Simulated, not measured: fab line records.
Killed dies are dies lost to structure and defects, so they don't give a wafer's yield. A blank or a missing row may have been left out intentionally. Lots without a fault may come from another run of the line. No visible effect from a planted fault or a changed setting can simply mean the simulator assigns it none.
Comparing a struck lot with a sound one | flow n5-finfet | 38 out of 1938 route steps
Sound: the wafers L746.2, L746.3, L746.4. Struck: wafer L759.1; the same lot's L759.4 was not struck, so it is left out; see the end for the cause.
Per side, at each step with rows, come the tool, then ch with its chambers, and then its first start. Under that, the readings that differ: sound wafers | struck wafers | difference of the means | sigmas: that difference in standard deviations of wafers without a fault.
alike: words and numbers the same on both sides, and readings whose means are apart by under 2 such deviations; not compared: readings that were withheld, readings missing a value for some wafer, numbers with overlapping values and no deviation given by the record, and bounds like >300 which may hide the same value.
The two part at a step that has a row with sigmas, a row that says differs or no value, or rows on one side only. Numbers that don't overlap but have no deviation are shown without sigmas and don't part them. A reading missing from all wafers of one side parts the sides only when that side holds two or more wafers.

first, 9 steps without rows for these wafers: N5_BEOL_M3_ANNEAL_95 (time 240 s); N5_BEOL_M3_SPUTTER_96 (material Cu, target thk 4.5 nm, time 8.29 s); N5_BEOL_M3_ECD_50 (material Cu, target thk 300 nm); N5_BEOL_M3_ANNEAL_51 (time 90 s); N5_BEOL_M3_CMP_52 (polishes, stops on SiOC, t overpolish 6.8 s, target thk 40 nm); N5_BEOL_M3_PRE_CLEAN_60 (time 15 s); N5_BEOL_M3_CO_CAP_55 (material Co, precursor CCTBA/H2, target thk 2 nm, time 102.1 s); N5_BEOL_M3_PRE_CLEAN_56 (time 15 s); N5_BEOL_M3_DEP_57 (deposits SiCN from 3MS/NH3, target thk 8 nm, time 14 s).
N5_BEOL_M4_ILD_DEP_00: deposits SiOC from DEMS/O2, target thk 79 nm, time 15.3 s.
  sound on pecvd-01 ch 0,1,2, day 9 06:35; struck on pecvd-03 ch 2, day 12 21:03
  reading                                      | sound      | struck | difference | sigmas
  model.SiOC_of_BEOL_M4_ILD_DEP_00.thk-nm (nm) | 77.6 79 80 | 59     | -20        |
  alike: heater-power-w, showerhead-plenum-p-Torr, throttle-valve-pct
  not compared: rf-fwd-power-W
N5_BEOL_M4_THK_MEAS_01:
  struck on film-metro-02, day 12 21:07; sound on film-metro-02, day 9 06:39
  reading         | sound          | struck | difference | sigmas
  M4_ILD_THK (nm) | 77.7 79.0 80.1 | 59.0   | -19.9      | -20
then, 24 steps without rows for these wafers: N5_BEOL_M4_PECVD_72 (deposits SiO2 from TEOS/O2, target thk 16 nm, time 18 s); N5_BEOL_M4_HM_DEP_02 (deposits TiN, target thk 20 nm); N5_BEOL_M4_COAT_61 (time 60 s, resist thk 60 nm); N5_BEOL_M4_COAT_62 (time 60 s, resist thk 12 nm); N5_BEOL_M4_COAT_73 (time 60 s, resist thk 5 nm); N5_BEOL_M4_COAT_05 (resist thk 30 nm); N5_BEOL_M4_EBR_07; N5_BEOL_M4_SOFTBAKE_06 (time 60 s); N5_BEOL_M4_EXPOSE_08 (exposes mask M4); N5_BEOL_M4_PEB_09 (peb time 60 s); N5_BEOL_M4_DEVELOP_10 (develop time 30 s); N5_BEOL_M4_DESCUM_16 (chemistry O2, time 7 s); N5_BEOL_M4_ETCH_74 (etches underlayer in N2/H2, target depth 6.5 nm, time 5.2 s); N5_BEOL_M4_ETCH_63 (etches SiARC in CF4, target depth 15.6 nm, time 26 s); N5_BEOL_M4_ETCH_64 (etches SOC in N2/H2, target depth 75 nm, overetch 22.5 nm, time 121.9 s); N5_BEOL_M4_STRIP_65 (strips in N2/H2); N5_BEOL_M4_STRIP_75 (strips in N2/H2); N5_BEOL_M4_STRIP_66 (strips in CF4); N5_BEOL_M4_HM_OPEN_17 (chemistry Cl2/BCl3, target TiN, target depth 20 nm, overetch 6 nm); N5_BEOL_M4_STRIP_19 (strips in O2); N5_BEOL_M4_COAT_67 (time 60 s, resist thk 60 nm); N5_BEOL_M4_COAT_68 (time 60 s, resist thk 12 nm); N5_BEOL_M4_COAT_76 (time 60 s, resist thk 5 nm); N5_BEOL_M4_COAT_22 (resist thk 30 nm).
N5_BEOL_M4_CMP_52: polishes, stops on SiOC, t overpolish 6.8 s, target thk 40 nm.
  sound on cmp-03 ch 0,1,2, day 9 14:40; struck on cmp-04 ch 1, day 13 05:44
  reading                                      | sound      | struck | difference | sigmas
  model.SiOC_of_BEOL_M4_ILD_DEP_00.thk-nm (nm) | 74.6 76 77 | 56     | -20        |
  alike: motor-current-A, pad-life-wafers, platen-rpm
N5_BEOL_M4_RC_MEAS_101:
  sound on prober-02 ch 0, day 9 15:26; struck on prober-02 ch 0, day 13 06:28
  reading       | sound          | struck | difference | sigmas
  ION_P (uA/um) | 479 480 466    | 448    | -27        | -3
  VT_P (mV)     | -245 -249 -246 | -256   | -9         | -3
  alike: DIBL_N, DIBL_P, IOFF_N, IOFF_P, ION_N, SS_N, SS_P, VT_N
following that, these wafers have no rows for 1 step: N5_PASSIVATION_PROBE_49.

## WHERE THEY PART
First at N5_BEOL_M4_THK_MEAS_01; last, within this record, at N5_BEOL_M4_RC_MEAS_101.

WHY: the cause the simulator had injected
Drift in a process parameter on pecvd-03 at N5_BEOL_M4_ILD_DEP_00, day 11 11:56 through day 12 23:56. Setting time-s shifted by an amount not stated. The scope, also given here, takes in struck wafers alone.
